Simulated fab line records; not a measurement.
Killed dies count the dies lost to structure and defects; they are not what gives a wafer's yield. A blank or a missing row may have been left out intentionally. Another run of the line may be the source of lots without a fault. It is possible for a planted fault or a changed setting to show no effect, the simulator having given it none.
fab line records	flow nand-harc
[record] lots = 7	wafers = 20	last-day = 23
route steps=1159 shown P_BONDPAD@366 A_START@389 A_ZERO_WELL@390 END@1159
lots with no fault: from the same line, run without faults
start-h: hours from the record's first day to the start of the lot's first wafer shown	wait-h: hours elapsed since this lot's preceding step	" as in the row above	L1.1+2: a single row standing in for several wafers	- no value, or no start given	* or withheld: withheld	< > ~ a bound
route shown NAME@n: a module of which the file shows steps, and the number in the route of the first	usual: mean/standard deviation of fault-free wafers	same: alike in all rows	chamber/n: place in a boat	sites: readings site by site	_std_site: their standard deviation	_edge_site: outer sites' mean less inner sites'	radius-mm: for every site, how far away it sits from the centre of the wafer	mask NAME#n: copy n	behind: the most recent tool/chamber to have shaped the wafer	hold: cause of the lot's hold/its duration in hours/its outcome	device: transistor that didn't switch, given as n, p or np	end of line: tests of these same wafers at the route's end	for a step that has no rows: nothing shown but its recipe	killed: the dies lost at the first sort to structure and to defects; this is not the yield of the wafer	map: a wafer's dies, marking killed ones x, the rest . and places with no die _
set.NAME: the setting as run; set.NAME@STEP: as run at that earlier step	model.NAME: the simulator's own value behind a step, which no gauge read
lots at selected steps of the route; one table per step, one row per wafer
services: from which hour (start-h, from the record's first day; less than 0 if before it) a tool's chamber was out of use, for how many hours, and why
[[steps]]
[step NHARC_P_BONDPAD_HARDBAKE_10]
[recipe] temp-c = 118	time-s = 65
[step NHARC_P_BONDPAD_DESCUM_11]
[recipe] time-s = 3	o2-flow-sccm = 200	ar-flow-sccm = 0	bias-power-w = 0	chemistry = O2
[step NHARC_P_BONDPAD_ETCH_37]
[recipe] target-depth-a = 600	overetch-a = 180	time-s = 65.91	ion-energy-ev = 200	n2-flow-sccm = 150	h2-flow-sccm = 150	ar-flow-sccm = 0	rf-w = 400	bias-w = 150	chemistry = N2/H2
[usual] chamber-pressure-mTorr = 30.005/0.029	drypump-motor-current-A = 5.8/0.31	n2-flow-sccm = 150.0/0.44	oes-product-au = 1.002/0.0076	rf-vpp-V = 430.2/3	showerhead-plenum-p-Torr = 2.03/0.099	throttle-valve-pct = 14.170/0.0085
lot.wafer	tool	chamber	start-h	wait-h	chamber-pressure-mTorr	drypump-motor-current-A	n2-flow-sccm	oes-product-au	rf-hours-counter-h	rf-vpp-V	showerhead-plenum-p-Torr	throttle-valve-pct
L372.3	rie-diel-02	2	139.25	0.1	30.005	5.8	149.8	1.004	44	427.2	1.95	14.175
L372.4	"	1	"	"	29.956	5.4	149.6	1.015	49	428.5	1.92	14.184
L372.6	"	3	"	"	30.025	6.3	149.4	1.015	-	436.0	2.17	14.166
L373.2	rie-diel-04	3	140.67	0.1	29.961	6.0	149.3	0.993	2	435.6	2.18	14.161
L373.3	"	1	"	"	29.993	5.7	149.9	0.993	1	430.5	2.01	14.153
L373.6	"	2	"	"	30.023	6.3	149.4	1.008	-	432.3	2.06	14.170
L374.2	rie-diel-04	0	143.54	0.1	29.994	5.6	149.9	1.001	2	426.2	1.92	14.165
L374.3	"	1	"	"	30.033	5.7	149.9	0.998	2	430.2	2.01	14.177
L374.5	"	0	"	"	30.012	5.6	149.7	0.997	-	428.3	1.92	14.167
L377.4	rie-diel-04	2	167.42	0.1	30.011	6.3	150.6	1.010	4	429.9	2.06	14.173
L377.3	"	0	"	"	30.018	5.6	150.1	0.991	3	425.7	1.91	14.152
L377.1	"	1	"	"	29.965	5.7	150.2	0.996	3	429.6	2.01	14.178
L387.4	rie-diel-04	0	227.18	0.1	29.999	5.6	149.7	1.014	9	427.0	1.91	14.158
L387.2	"	2	"	"	29.981	6.3	150.5	1.010	10	430.0	2.06	14.159
L389.4	rie-diel-04	0	227.74	0.1	29.999	5.6	150.5	0.999	9	427.2	1.91	14.175
L389.2	"	1	"	"	30.015	5.7	149.9	0.999	9	429.6	2.00	14.165
L389.6	"	3	"	"	30.077	6.0	150.2	1.004	-	435.2	2.18	14.158
L388.1	rie-diel-04	0	228.79	0.1	29.946	5.6	150.2	1.006	9	427.0	1.91	14.176
L388.2	"	2	"	"	30.017	6.3	150.0	1.012	10	431.1	2.06	14.151
L388.3	"	3	"	"	30.014	6.0	149.6	1.003	10	433.3	2.18	14.168
[step NHARC_P_BONDPAD_ETCH_12]
[recipe] target-depth-a = 2000	time-s = 100	chf3-flow-sccm = 50	o2-flow-sccm = 10	ar-flow-sccm = 200	rf-w = 500	bias-w = 200	chemistry = CHF3/O2
[usual] chamber-pressure-mTorr = 24.996/0.023	drypump-motor-current-A = 5.8/0.3	oes-product-au = 0.946/0.026	rf-vpp-V = 370.2/2.4	showerhead-plenum-p-Torr = 2.39/0.11	throttle-valve-pct = 20.574/0.0094
lot.wafer	tool	chamber	start-h	wait-h	chamber-pressure-mTorr	drypump-motor-current-A	oes-product-au	rf-hours-counter-h	rf-vpp-V	showerhead-plenum-p-Torr	throttle-valve-pct
L372.3	rie-diel-02	2	-	-	24.971	5.8	0.968	44	367.8	2.31	20.594
L372.4	"	0	"	"	25.014	5.2	0.996	52	370.6	2.46	20.576
L372.6	"	1	"	"	25.048	5.4	0.976	-	368.6	2.27	20.571
L373.3	rie-diel-04	0	-	-	24.980	5.6	0.986	1	367.6	2.27	20.591
L373.2	"	1	"	"	24.995	5.7	0.971	1	369.9	2.37	20.571
L373.6	"	0	"	"	24.991	5.6	0.981	-	367.6	2.27	20.564
L374.2	rie-diel-04	0	-	-	24.964	5.6	0.962	2	368.1	2.27	20.560
L374.3	"	1	"	"	25.029	5.7	0.985	2	368.3	2.37	20.578
L374.5	"	3	"	"	24.982	6.0	0.966	-	373.7	2.56	20.582
L377.3	rie-diel-04	3	-	-	25.004	6.0	0.926	4	374.6	2.56	20.561
L377.4	"	0	"	"	25.015	5.6	0.917	3	369.7	2.26	20.587
L377.1	"	1	"	"	24.955	5.7	0.917	3	369.6	2.37	20.567
L387.2	rie-diel-04	1	-	-	24.994	5.7	0.975	9	369.2	2.36	20.592
L387.4	"	2	"	"	24.988	6.3	0.970	10	371.7	2.42	20.587
L389.2	rie-diel-04	2	-	-	24.988	6.3	0.979	10	371.8	2.42	20.571
L389.4	"	0	"	"	25.007	5.6	0.964	9	367.1	2.26	20.574
L389.6	"	2	"	"	24.990	6.3	0.979	-	372.5	2.42	20.576
L388.3	rie-diel-04	3	-	-	25.036	6.0	0.924	10	374.0	2.56	20.581
L388.2	"	0	"	"	25.011	5.6	0.936	9	366.5	2.26	20.581
L388.1	"	1	"	"	24.976	5.7	0.928	9	370.1	2.36	20.580
[step NHARC_P_BONDPAD_CD_MEAS_13]
[usual] cd-nm = 499.6/1.5
lot.wafer	tool	chamber	start-h	wait-h	cd-nm
L372.3	cd-sem-03	-	139.53	-	499.7
L372.4	"	-	"	"	500.2
L372.6	"	-	"	"	499.9
L373.2	cd-sem-03	-	140.89	-	498.5
L373.3	"	-	"	"	499.3
L373.6	"	-	"	"	498.6
L374.2	cd-sem-02	-	143.77	-	501.0
L374.3	"	-	"	"	500.3
L374.5	"	-	"	"	499.3
L377.1	cd-sem-02	-	167.65	-	500.1
L377.3	"	-	"	"	499.9
L377.4	"	-	"	"	499.1
L387.2	cd-sem-01	-	227.41	-	501.2
L387.4	"	-	"	"	500.0
L389.2	cd-sem-03	-	227.96	-	500.5
L389.4	"	-	"	"	500.3
L389.6	"	-	"	"	500.1
L388.1	cd-sem-03	-	229.02	-	497.5
L388.2	"	-	"	"	498.6
L388.3	"	-	"	"	499.4
[step NHARC_P_BONDPAD_STRIP_15]
[recipe] o2-flow-sccm = 500	ar-flow-sccm = 0	bias-w = 0	chemistry = O2
[usual] chamber-pressure-mTorr = 60.00/0.053	drypump-motor-current-A = 5.8/0.34	oes-product-au = 1.000/0.0066	rf-vpp-V = 57.8/0.94	showerhead-plenum-p-Torr = 3.50/0.15	throttle-valve-pct = 17.036/0.0088
lot.wafer	tool	chamber	start-h	wait-h	chamber-pressure-mTorr	drypump-motor-current-A	oes-product-au	rf-hours-counter-h	rf-vpp-V	showerhead-plenum-p-Torr	throttle-valve-pct
L372.3	rie-diel-04	3	139.62	0.1	59.96	6.0	1.001	2	58.9	3.75	17.030
L372.4	"	0	"	"	59.97	5.6	0.999	1	58.1	3.33	17.042
L372.6	"	3	"	"	60.02	6.0	1.004	-	58.2	3.75	17.025
L373.2	rie-diel-04	3	140.98	0.1	59.99	6.0	0.995	2	56.9	3.75	17.043
L373.3	"	0	"	"	60.08	5.6	0.998	1	56.3	3.33	17.031
L373.6	"	0	"	"	60.03	5.6	1.001	-	57.2	3.33	17.032
L374.3	rie-diel-04	3	143.87	0.1	60.00	6.0	1.003	2	58.6	3.75	17.032
L374.2	"	1	"	"	60.06	5.7	0.997	2	57.9	3.48	17.026
L374.5	"	3	"	"	59.94	6.0	1.014	-	58.3	3.75	17.049
L377.3	rie-diel-04	1	167.74	0.1	59.88	5.7	1.000	3	58.3	3.48	17.049
L377.1	"	3	"	"	60.07	6.0	1.003	4	58.0	3.75	17.036
L377.4	"	0	"	"	59.95	5.6	0.989	3	58.2	3.33	17.026
L387.4	rie-diel-02	2	227.50	0.1	60.01	5.8	1.013	24	58.5	3.38	17.032
L387.2	"	0	"	"	60.01	5.3	0.990	24	58.0	3.59	17.038
L389.2	rie-diel-02	3	228.03	0.1	60.00	6.3	1.018	23	59.2	3.72	17.027
L389.4	"	0	"	"	60.03	5.2	1.000	24	57.1	3.59	17.032
L389.6	"	3	"	"	60.05	6.3	1.007	-	57.2	3.72	17.032
L388.3	rie-diel-04	0	229.10	0.1	59.84	5.5	0.995	9	56.6	3.33	17.038
L388.1	"	1	"	"	59.98	5.7	1.005	9	58.0	3.47	17.043
L388.2	"	2	"	"	59.96	6.3	1.004	10	58.9	3.56	17.033
[step NHARC_P_BONDPAD_ETCH_24]
[recipe] target-depth-a = 300	over-etch-frac = 0.3	time-s = 72.99	ion-energy-ev = 150	cf4-flow-sccm = 50	n2-flow-sccm = 100	ar-flow-sccm = 150	rf-w = 300	bias-w = 100	chemistry = CF4/N2
[step NHARC_P_BONDPAD_STRIP_16]
[recipe] time-s = 600	temp-c = 30	chemistry = post-etch-residue-remover
[step NHARC_P_BONDPAD_DEGAS_25]
[recipe] temp-c = 300	time-s = 60
[step NHARC_P_BONDPAD_PRE_CLEAN_26]
[recipe] time-s = 30	temp-c = 280	gas = H2/He
[step NHARC_P_BONDPAD_PVD_17]
[recipe] target-thk-a = 50	bias-v = 168.6	power-w = 15000	chamber-pressure-pa = 0.12	time-s = 8.06	substrate-temp-c = 50	material = TaN
[step NHARC_P_BONDPAD_PVD_27]
[recipe] target-thk-a = 300	chamber-pressure-pa = 5	power-w = 5000	substrate-temp-c = 30	time-s = 20.49	material = Cu
[step NHARC_P_BONDPAD_ECD_18]
[recipe] target-thk-a = 4000	bath-temp-c = 25	material = Cu
lot.wafer	tool	chamber	start-h	wait-h
L372.4+3+6	ecd-cu-01	0,1,1	140.61	-
L373.2+3+6	ecd-cu-01	1,0,1	141.96	-
L374.2+3+5	ecd-cu-01	1,1,0	144.81	-
L377.1+4+3	ecd-cu-01	0,1,0	168.71	-
L387.2+4	ecd-cu-01	0,1	228.55	-
L389.2+4+6	ecd-cu-01	0,1,1	228.96	-
L388.2+1+3	ecd-cu-01	1,0,0	230.06	-
[step NHARC_P_BONDPAD_ANNEAL_28]
[recipe] temp-c = 225	time-s = 90
[step NHARC_P_BONDPAD_CMP_19]
[recipe] t-overpolish-s = 30	cu-recess-touch-s = 16	target-thk-nm = 160.81
[usual] motor-current-A = 11.9/1.3	overpolish-run-s = 29.999/0.0086
lot.wafer	tool	chamber	start-h	wait-h	motor-current-A	overpolish-run-s
L372.4	cmp-03	0	141.30	-	10.6	30.001
L372.3	"	1	"	"	10.8	29.992
L372.6	"	3	"	"	12.7	29.988
L373.3	cmp-01	1	142.66	-	14.5	29.987
L373.2	"	2	"	"	12.2	29.983
L373.6	"	1	"	"	14.2	29.998
L374.3	cmp-02	2	145.55	-	10.1	30.001
L374.2	"	3	"	"	10.6	29.979
L374.5	"	1	"	"	12.5	29.995
L377.1	cmp-03	0	169.44	-	10.3	30.004
L377.4	"	1	"	"	10.8	30.005
L377.3	"	2	"	"	10.4	29.993
L387.2	cmp-01	1	229.27	-	14.4	30.002
L387.4	"	3	"	"	11.7	30.013
L389.2	cmp-03	0	229.86	-	9.8	30.001
L389.4	"	2	"	"	10.2	30.000
L389.6	"	1	"	"	10.7	29.999
L388.3	cmp-03	2	230.79	-	10.1	29.996
L388.2	"	3	"	"	12.6	30.008
L388.1	"	1	"	"	11.3	29.995
[step NHARC_P_BONDPAD_SRD_21]
[recipe] time-s = 30	temp-c = 23	dry-time-s = 20	spin-rpm = 1500
[step NHARC_P_BONDPAD_INSPECT_23]
[usual] raw-defect-count = 316/110
lot.wafer	tool	chamber	start-h	wait-h	raw-defect-count
L372.3	defect-inspect-02	-	141.77	0.0	318
L372.4	"	-	"	"	158
L372.6	"	-	"	"	271
L373.2	defect-inspect-01	-	143.19	0.0	161
L373.3	"	-	"	"	198
L373.6	"	-	"	"	142
L374.2	defect-inspect-02	-	146.08	0.0	258
L374.3	"	-	"	"	338
L374.5	"	-	"	"	205
L377.1	defect-inspect-01	-	169.95	0.0	355
L377.3	"	-	"	"	371
L377.4	"	-	"	"	257
L387.2	defect-inspect-01	-	229.82	0.0	353
L387.4	"	-	"	"	199
L389.2	defect-inspect-01	-	230.43	0.0	214
L389.4	"	-	"	"	222
L389.6	"	-	"	"	248
L388.1	defect-inspect-02	-	231.42	0.0	780
L388.2	"	-	"	"	255
L388.3	"	-	"	"	365
[step NHARC_P_BONDPAD_ACTIVATE_29]
[recipe] time-s = 60	n2-flow-sccm = 200	ar-flow-sccm = 0	bias-power-w = 0	chemistry = N2
[step NHARC_P_BONDPAD_PRECLEAN_30]
[recipe] time-s = 300	temp-c = 23	chemistry = DIW
[step NHARC_P_BONDPAD_SRD_31]
[recipe] time-s = 30	temp-c = 23	dry-time-s = 20	spin-rpm = 1500
[step NHARC_A_START_INSPECT_01]
[usual] raw-defect-count = 3.5/1.9
lot.wafer	tool	chamber	start-h	wait-h	raw-defect-count
L372.3	defect-inspect-02	-	142.24	-	0
L372.4	"	-	"	"	4
L372.6	"	-	"	"	5
L373.2	defect-inspect-02	-	143.66	-	1
L373.3	"	-	"	"	3
L373.6	"	-	"	"	5
L374.2	defect-inspect-02	-	146.54	-	6
L374.3	"	-	"	"	2
L374.5	"	-	"	"	2
L377.1	defect-inspect-01	-	170.53	-	4
L377.3	"	-	"	"	5
L377.4	"	-	"	"	6
L387.4	defect-inspect-02	-	230.29	-	6
L389.4	defect-inspect-02	-	231.01	-	4
L389.6	"	-	"	"	8
L388.3	defect-inspect-02	-	231.99	-	5
[step NHARC_A_ZERO_WELL_PRECLEAN_00]
[recipe] time-s = 600	temp-c = 120	chemistry = SPM
[step NHARC_A_ZERO_WELL_SRD_01]
[step NHARC_A_ZERO_WELL_DEHYDRATE_02]
[recipe] temp-c = 150	time-s = 120
[step NHARC_A_ZERO_WELL_HMDS_03]
[recipe] time-s = 30
[step NHARC_A_ZERO_WELL_COAT_18]
[recipe] temp-c = 200	time-s = 65
[step NHARC_A_ZERO_WELL_COAT_04]
[recipe] spin-rpm = 2000	resist-thk-nm = 600
[step NHARC_A_ZERO_WELL_SOFTBAKE_05]
[recipe] temp-c = 125	time-s = 70
[step NHARC_A_ZERO_WELL_EBR_06]
[step NHARC_A_ZERO_WELL_EXPOSE_07]
[recipe] na = 0.55	dose-mj = 33.85	mask-id = A_ZERO
[step NHARC_A_ZERO_WELL_PEB_08]
[recipe] peb-temp-c = 128	peb-time-s = 80
[step NHARC_A_ZERO_WELL_DEVELOP_09]
[recipe] time-s = 50	dev-temp-c = 22
[step NHARC_A_ZERO_WELL_CD_MEAS_10]
[recipe] target-cd-nm = 2000	landing-energy-ev = 500
[usual] cd-nm = 2000.4/1.4
lot.wafer	tool	chamber	start-h	wait-h	cd-nm
L372.3	cd-sem-02	0	143.08	-	2002.0
L372.4	"	0	"	"	2003.4
L372.6	"	0	"	"	1999.2
L373.2	cd-sem-03	0	144.50	-	2000.2
L373.3	"	0	"	"	2001.5
L373.6	"	0	"	"	1999.2
L374.2	cd-sem-01	0	147.26	-	1999.6
L374.3	"	0	"	"	1999.7
L374.5	"	0	"	"	2001.1
L377.1	cd-sem-02	0	171.37	-	1999.0
L377.3	"	0	"	"	1999.5
L377.4	"	0	"	"	1998.8
L387.4	cd-sem-02	0	231.14	-	2001.4
L389.4	cd-sem-02	0	231.85	-	1999.1
L389.6	"	0	"	"	1999.1
L388.3	cd-sem-01	0	232.84	-	2001.1
[step NHARC_A_ZERO_WELL_HARDBAKE_11]
[recipe] temp-c = 118	time-s = 65
[step NHARC_A_ZERO_WELL_DESCUM_12]
[recipe] time-s = 3	o2-flow-sccm = 200	ar-flow-sccm = 0	bias-power-w = 0	chemistry = O2
[step NHARC_A_ZERO_WELL_ETCH_19]
[recipe] target-depth-a = 800	overetch-a = 240	time-s = 87.88	ion-energy-ev = 200	n2-flow-sccm = 150	h2-flow-sccm = 150	ar-flow-sccm = 0	rf-w = 400	bias-w = 150	chemistry = N2/H2
[step NHARC_A_ZERO_WELL_ETCH_13]
[recipe] target-depth-a = 1200	time-s = 40.1	hbr-flow-sccm = 150	cl2-flow-sccm = 50	rf-w = 400	icp-w = 400	bias-w = 100	chemistry = HBr/Cl2
[usual] chamber-pressure-mTorr = 15.001/0.013	drypump-motor-current-A = 5.6/0.38	oes-product-au = 1.003/0.0076	throttle-valve-pct = 26.406/0.0083
lot.wafer	tool	chamber	start-h	wait-h	chamber-pressure-mTorr	drypump-motor-current-A	oes-product-au	rf-hours-counter-h	throttle-valve-pct
L372.4	rie-si-04	2	143.50	-	14.992	6.5	0.994	0.2	26.405
L372.3	"	3	"	"	15.002	5.9	1.003	0.2	26.395
L372.6	"	1	"	"	14.979	4.9	0.994	-	26.409
L373.2	rie-si-04	3	144.86	-	14.987	5.9	1.015	0.2	26.407
L373.3	"	0	"	"	15.014	5.7	1.010	0.2	26.404
L373.6	"	0	"	"	15.001	5.7	0.999	-	26.401
L374.3	rie-si-04	0	147.64	-	14.968	5.7	1.001	0.3	26.415
L374.2	"	2	"	"	15.020	6.5	0.998	0.2	26.403
L374.5	"	3	"	"	15.004	5.9	1.001	-	26.398
L377.3	rie-si-05	3	171.77	-	15.010	5.4	0.997	0.9	26.416
L377.1	"	0	"	"	14.997	5.8	0.989	0.8	26.415
L377.4	"	2	"	"	14.993	5.3	1.008	0.9	26.412
L387.4	rie-si-04	3	231.53	-	15.002	5.9	1.014	0.8	26.400
L389.4	rie-si-03	1	232.22	-	15.019	5.9	1.009	0.5	26.415
L389.6	"	1	"	"	14.974	5.9	1.006	-	26.422
L388.3	rie-si-05	2	233.19	-	15.001	5.3	0.994	1.3	26.406
[step NHARC_A_ZERO_WELL_STRIP_14]
[recipe] time-s = 900	temp-c = 130	chemistry = SPM
[step NHARC_END_SORT_01]
[recipe] temp-c = 25
[usual] defect-limited-yield = 95.6/1.3	killed-at-array = 26/8.6	killed-at-other = 0.7/0.97	killed-at-periphery = 3.2/2.2	killed-dies = 30/8.9	killed-open = 3.1/1.8	killed-short = 2.2/1.8	sort_bin_2_pct = 1.4/0.58	sort_bin_3_pct = 0.24/0.18	sort_bin_4_pct = 2.8/0.9	sort-n-pass = 647/8.9	sort-rim-yield-pct = 95.5/2.5	sort-yield-pct = 95.6/1.3
[same] gross-dies = 677	sort_bin_5_pct[%] = 0	sort_bin_6_pct[%] = 0	sort_bin_7_pct[%] = 0	sort_bin_8_pct[%] = 0	sort-rim-n-gross = 106.00
lot.wafer	tool	chamber	start-h	wait-h	defect-limited-yield[%]	killed-at-array	killed-at-other	killed-at-periphery	killed-dies	killed-open	killed-short	sort_bin_2_pct[%]	sort_bin_3_pct[%]	sort_bin_4_pct[%]	sort-n-pass	sort-rim-yield-pct[%]	sort-yield-pct[%]
L373.2	prober-02	0	443.24	2.8	95.7	24	1	4	29	3	2	1.6	0.30	2.4	648	97.2	95.7
L373.3	prober-02	0	444.05	3.1	95.7	25	1	3	29	3	0	1.3	0	3.0	648	100.0	95.7
L373.6	prober-02	0	446.46	4.0	95.7	24	0	5	29	3	3	1.9	0.30	2.1	648	94.3	95.7
L388.1	prober-01	0	532.64	2.4	1.0	46	1	623	670	3	3	93.9	0.59	4.4	7	1.9	1.0
L388.2	prober-01	0	533.46	2.7	0.6	36	1	636	673	6	0	96.5	0	3.0	4	1.9	0.6
L388.3	prober-01	0	534.27	3.1	95.0	29	1	4	34	2	2	1.8	0.44	2.8	643	96.2	95.0
L387.2	prober-01	0	541.30	2.8	0.9	35	1	635	671	4	2	95.3	0.15	3.7	6	0	0.9
L389.2	prober-02	0	541.33	2.8	1.0	36	1	633	670	2	6	95.1	0.44	3.4	7	0.9	1.0
L389.4	prober-02	0	542.97	3.5	95.6	29	1	0	30	4	3	2.1	0.30	2.1	647	99.1	95.6
L389.6	prober-02	0	544.60	4.1	96.0	26	1	0	27	1	2	0.6	0.59	2.8	650	99.1	96.0
// killed by level:class
L373.2 A_SLIT:chamber-film-flake=8 A_CHANNEL_FILL_D1:chamber-film-flake=5 A_CHANNEL_HOLE_D1:chamber-film-flake=4 A_ZERO_WELL:chamber-film-flake=2 P_CONTACT:geometric-particle:open=1 P_M0:geometric-particle:open=1 P_M1:geometric-particle:short=1 A_ONON_D1:geometric-particle:open=1
L373.3 A_SLIT:chamber-film-flake=11 A_CHANNEL_FILL_D1:chamber-film-flake=4 A_ZERO_WELL:chamber-film-flake=3 P_ZERO_WELL:chamber-film-flake=2 A_BONDPAD:chamber-film-flake=2 P_M1:geometric-particle:open=1 A_ONON_D1:geometric-particle:open=1 A_M1:geometric-particle:open=1
L373.6 A_SLIT:chamber-film-flake=8 A_CHANNEL_FILL_D1:chamber-film-flake=4 P_ZERO_WELL:chamber-film-flake=3 A_ONON_D1:geometric-particle:short=2 P_GATE:chamber-film-flake=2 A_STAIRCASE:chamber-film-flake=2 A_CONTACT:chamber-film-flake=2 A_CHANNEL_FILL_D1:geometric-particle:open=1
L388.1 P_BONDPAD:area-ecd=621 A_CHANNEL_HOLE_D1:chamber-film-flake=19 A_SLIT:chamber-film-flake=12 A_CONTACT:chamber-film-flake=8 A_ONON_D1:geometric-particle:open=2 P_M2:chamber-film-flake=2 A_SGD_CUT:geometric-particle:short=1 A_WL_FILL:geometric-particle:short=1
L388.2 P_BONDPAD:area-ecd=633 A_SLIT:chamber-film-flake=14 A_CHANNEL_HOLE_D1:chamber-film-flake=13 A_CONTACT:chamber-film-flake=4 P_GATE:geometric-particle:open=2 A_WL_FILL:geometric-particle:open=2 A_ONON_D1:geometric-particle:open=1 A_SGD_CUT:geometric-particle:open=1
L388.3 A_CHANNEL_HOLE_D1:chamber-film-flake=12 A_SLIT:chamber-film-flake=10 A_WL_FILL:chamber-film-flake=3 A_CONTACT:chamber-film-flake=2 P_STI:geometric-particle:open=1 P_M2:geometric-particle:open=1 A_WL_FILL:geometric-particle:short=1 A_CONTACT:geometric-particle:short=1
L387.2 P_BONDPAD:area-ecd=634 A_CHANNEL_HOLE_D1:chamber-film-flake=21 A_CONTACT:chamber-film-flake=7 A_ONON_D1:geometric-particle:short=1 A_ONON_D1:geometric-particle:open=1 A_CHANNEL_FILL_D1:geometric-particle:open=1 A_BLC:geometric-particle:open=1 A_M0:geometric-particle:open=1
L389.2 P_BONDPAD:area-ecd=630 A_SLIT:chamber-film-flake=18 A_CHANNEL_HOLE_D1:chamber-film-flake=5 A_CONTACT:chamber-film-flake=4 A_STAIRCASE:chamber-film-flake=3 A_CONTACT:geometric-particle:short=2 P_GATE:geometric-particle:short=1 P_M1:geometric-particle:open=1
L389.4 A_SLIT:chamber-film-flake=9 A_CHANNEL_HOLE_D1:chamber-film-flake=7 A_CONTACT:chamber-film-flake=3 A_CHANNEL_FILL_D1:geometric-particle:open=2 A_WL_FILL:geometric-particle:short=2 A_STAIRCASE:chamber-film-flake=2 A_BLC:geometric-particle:open=1 A_M0:geometric-particle:short=1
L389.6 A_SLIT:chamber-film-flake=15 A_CHANNEL_HOLE_D1:chamber-film-flake=4 A_CONTACT:chamber-film-flake=2 A_SOURCE_PLATE:geometric-particle:open=1 A_ONON_D1:geometric-particle:short=1 A_CHANNEL_FILL_D1:geometric-particle:short=1 A_ZERO_WELL:chamber-film-flake=1 A_STAIRCASE:chamber-film-flake=1
// map L387.2 (x killed, . not)
____________x____________
_________xxxxxxx_________
_______xxxxxxx.xxx_______
______xxxxxxxxxxxxx______
_____xxxxxxxxxxxxxxx_____
____xxxxxxxxxxxxxxxxx____
____xxxxxxxxxxxxxxxxx____
___xxxxxxxxxxxxxxxxxxx___
___xxxxxxxxxxxxxxxxxxx___
__xxxxxxxxxxxxxxxxxxx.x__
__xxxxxxxxxxxxxxxxxxxxx__
_xxxxxxxxxxxxxxxxxxxxxxx_
_xxxxxxxxxxxxxxxxxxxxxxx_
_xxxxxxxxxxxxxxxxxxxxxxx_
_xxxxxxxxxxxxxxxxxxxxxxx_
_x.xxxxxxxxxxxxxxxxxxxxx_
xxxxxxxxxxxxxxxxxxxxxxxxx
xxxxxxxxxxxxxxxxxxxxxxxxx
xxxxxxxxxxxxxxxxxxxxxxxxx
xxxxxxxxxxxxxxxxxxxxxxxxx
xxxxxxxxxxxxxxxxxxxxxxxxx
_xxxxxxxxxxxxxxxxxxxxxxx_
_xxxxxxxxxxxxxxxxxxxxxxx_
_xxxxxxxxxxxxxxxxxxxxxxx_
_xxxxxxxxxxxxxxxxxxxxxxx_
_xxxxxxxxxxxxxxxxxxxxxxx_
__xxxxxxxxxxxxxxxxxxxxx__
__xxxxxxxxxxxxxxxxxxxxx__
___xxxxxxxxxxxxxxxx.xx___
___xxxxxxxxxxxxxxxx.xx___
____xxxxxxxxxxxxxxxxx____
____xxxxxxxxxxxxxxxxx____
_____xxxxxxxxxxxxxxx_____
______xxx.xxxxxxxxx______
_______xxxxxxxxxxx_______
_________xxxxxxx_________
____________x____________
// map L388.2 (x killed, . not)
____________x____________
_________xxxxxxx_________
_______xxxxxxxxxxx_______
______xxxxxxxxxxxxx______
_____xxxxxxxxxxxxxxx_____
____xxxxxxxxxxxxxxxxx____
____xxxxxxxxxxxxxxxxx____
___xxxxxxxxxxxxxxxxxxx___
___.xxxxxxxxxxxxxxxxxx___
__x.xxxxxxxxxxxxxxxxxxx__
__xxxxxxxxxxxxxxxxxxxxx__
_xxxxxxxxx.xxxxxxxxxxxxx_
_xxxxxxxxxxxxxxxxxxxxxxx_
_xxxxxxxxxxxxxxxxxxxxxxx_
_xxxxxxxxxxxxxxxxxxxxxxx_
_xxxxxxxxxxxxxxxxxxxxxxx_
xxxxxxxxxxxxxxxxxxxxxxxxx
xxxxxxxxxxxxxxxxxxxxxxxxx
xxxxxxxxxxxxxxxxxxxxxxxxx
xxxxxxxxxxxxxxxxxxxxxxxxx
xxxxxxxxxxxxxxxxxxxxxxxxx
_xxxxxxxxxxxxxxxxxxxxxxx_
_xxxxxxxxxxxxxxxxxxxxxxx_
_xxxxxxxxxxxxxxxxxxxxxxx_
_xxxxxxxxxxxxxxxxxxxxxxx_
_xxxxxxxxxxxxxxxxxxxxxxx_
__xxxxxxxxxxxxxxxxxxxxx__
__xxxxxxxxxxxxxxxxxxxxx__
___xxxxxxxxxxxxxxxxxxx___
___xxxxxxxxxxxxxxxxxxx___
____xxxxxxxxxxxxxxxxx____
____xxxxxxxxxxxxxxx.x____
_____xxxxxxxxxxxxxxx_____
______xxxxxxxxxxxxx______
_______xxxxxxxxxxx_______
_________xxxxxxx_________
____________x____________
[[services]]
tool	chamber	start-h	hours	kind
rie-diel-04	0	121.13	-	clean
rie-diel-04	1	121.13	-	clean
rie-diel-04	2	121.13	-	clean
rie-diel-04	3	121.13	-	clean
cmp-02	-	130.50	4.0	pm
rie-diel-04	0	145.63	-	clean
rie-diel-04	1	145.63	-	clean
rie-diel-04	2	145.63	-	clean
rie-diel-04	3	145.63	-	clean
rie-diel-02	-	151.15	9.0	pm
cmp-02	-	152.34	5.7	repair
rie-si-03	-	155.00	9.0	pm
cmp-03	-	156.00	4.0	pm
rie-diel-04	0	170.13	-	clean
rie-diel-04	1	170.13	-	clean
rie-diel-04	2	170.13	-	clean
rie-diel-04	3	170.13	-	clean
cmp-01	-	179.51	4.0	pm
rie-diel-04	0	194.63	-	clean
rie-diel-04	1	194.63	-	clean
rie-diel-04	2	194.63	-	clean
rie-si-03	-	210.10	0.3	repair
cmp-02	-	228.50	4.0	pm
ecd-cu-01	-	233.14	1.6	repair
[[key]]
[first-sign] step = NHARC_END_SORT_01	reading = killed-at-periphery	direction = up	sigmas = 99+	usual = 3.2	struck = 631.8
[effect] step = NHARC_END_SORT_01	reading = sort_bin_2_pct	direction = up	sigmas = 99+	usual = 1.4	struck = 95.2
[more-kills-born-at] NHARC_P_BONDPAD_ECD_18@ecd-cu-01 = 2518
met-at NHARC_P_BONDPAD_ECD_18
struck-wafers L387.2,L388.1,L388.2,L389.2
later-rows-left-out L387.2,L388.1,L388.2,L389.2
onset-between 168.71 228.55
[fault] kind = process-parameter-drift	tool = ecd-cu-01	chamber = -	onset-h = 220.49	steps = NHARC_P_BONDPAD_ECD_18	channel = target-thk-a	offset = *	shape = step	end-h = 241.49	scope = struck-wafers-only	acts-in = *	stated = *
// later-rows-left-out: the simulator's readings of these wafers behind a module that went badly wrong aren't trusted and aren't shown, but for the sort
